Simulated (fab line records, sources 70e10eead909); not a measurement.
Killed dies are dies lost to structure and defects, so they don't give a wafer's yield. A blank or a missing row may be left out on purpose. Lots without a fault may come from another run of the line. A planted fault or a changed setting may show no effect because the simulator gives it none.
Chamber matching | flow nand_harc | NHARC_A_M1_DEP_33 on pecvd-03: 3 sister chambers
The step deposits SiCN, target thk 30 nm. 6 wafers are shown with their chamber, then 11 later ones without.

WAFERS WITH THEIR CHAMBER
wafer  | chamber | showerhead_vpp_V (V) | heater_power_w (W)
L082.5 | 0       | 1280                 | 495
L080.3 | 2       | 1310                 | 573
L080.5 | 2       | 1289                 | 560
L085.1 | 0       | 1282                 | 542
L085.5 | 1       | 1340                 | 488
L090.1 | 1       | 1296                 | 502

WAFERS WITHOUT THEIR CHAMBER
wafer  | showerhead_vpp_V (V) | heater_power_w (W)
L090.2 | 1290                 | 556
L090.3 | 1292                 | 534
L087.1 | 1335                 | 517
L087.2 | 1295                 | 581
L087.3 | 1326                 | 576
L096.1 | 1319                 | 524
L096.4 | 1328                 | 553
L096.6 | 1291                 | 526
L097.1 | 1311                 | 510
L097.2 | 1297                 | 492
L097.5 | 1300                 | 504

WHICH CHAMBER EACH WENT THROUGH
wafer  | from the rows above          | in truth
L090.2 | can't be placed: 2 or 0      | 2
L090.3 | can't be placed: 0 or 2 or 1 | 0
L087.1 | can't be placed: 1 or 0 or 2 | 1
L087.2 | 2                            | 2
L087.3 | 2                            | 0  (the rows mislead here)
L096.1 | can't be placed: 1 or 0 or 2 | 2
L096.4 | can't be placed: 2 or 1 or 0 | 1
L096.6 | can't be placed: 0 or 2 or 1 | 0
L097.1 | can't be placed: 1 or 0 or 2 | 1
L097.2 | can't be placed: 1 or 0      | 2
L097.5 | can't be placed: 1 or 0      | 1
Placed correctly: 1 of 11. Can't be placed from these rows: 9 (the true chamber is among the candidates in 8). Placed wrongly: 1.
How it was worked out, from the rows above alone: a wafer's distance from a chamber is the root of the sum, over the readings, of the square of ((its reading less the chamber's mean) divided by the reading's scatter). The wafer belongs to the nearest chamber; if the next one is less than 2 further off, it can't be placed. A chamber's mean is the mean of its shown wafers. The scatter: the root of (the sum of the squares of (reading less its chamber's mean) over the shown wafers, divided by (wafers less chambers)).
